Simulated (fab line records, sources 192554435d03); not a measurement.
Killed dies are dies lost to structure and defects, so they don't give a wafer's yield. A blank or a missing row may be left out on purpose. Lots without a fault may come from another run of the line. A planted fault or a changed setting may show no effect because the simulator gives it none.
Chamber matching | flow n5_finfet | N5_DUMMY_GATE_ETCH_31 on rie_diel-06: 4 sister chambers
The step etches SiO2 in C4F6/O2, target depth 82.5 nm, time 27.5 s. 7 wafers are shown with their chamber, then 8 later ones without.

WAFERS WITH THEIR CHAMBER
wafer  | chamber | showerhead_plenum_p_Torr (Torr) | throttle_valve_pct (%)
L076.4 | 3       | 2.90                            | 21.15
L084.3 | 0       | 2.71                            | 21.72
L084.4 | 2       | 2.83                            | 21.04
L087.1 | 0       | 2.71                            | 21.73
L087.4 | 1       | 2.92                            | 21.18
L087.5 | 1       | 2.93                            | 21.18
L088.1 | 2       | 2.83                            | 21.05

WAFERS WITHOUT THEIR CHAMBER
wafer  | showerhead_plenum_p_Torr (Torr) | throttle_valve_pct (%)
L088.3 | 2.89                            | 21.18
L088.4 | 2.71                            | 21.75
L090.1 | 2.92                            | 21.20
L090.2 | 2.83                            | 21.07
L090.5 | 2.89                            | 21.18
L097.1 | 2.70                            | 21.76
L097.3 | 2.88                            | 21.21
L097.5 | 2.92                            | 21.22

WHICH CHAMBER EACH WENT THROUGH
wafer  | from the rows above     | in truth
L088.3 | 3                       | 3
L088.4 | 0                       | 0
L090.1 | 1                       | 1
L090.2 | 2                       | 2
L090.5 | 3                       | 3
L097.1 | 0                       | 0
L097.3 | can't be placed: 3 or 1 | 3
L097.5 | 1                       | 1
Placed correctly: 7 of 8. Can't be placed from these rows: 1 (the true chamber is among the candidates in 1). Placed wrongly: 0.
How it was worked out, from the rows above alone: a wafer's distance from a chamber is the root of the sum, over the readings, of the square of ((its reading less the chamber's mean) divided by the reading's scatter). The wafer belongs to the nearest chamber; if the next one is less than 2 further off, it can't be placed. A chamber's mean is the mean of its shown wafers. The scatter: the root of (the sum of the squares of (reading less its chamber's mean) over the shown wafers, divided by (wafers less chambers)).
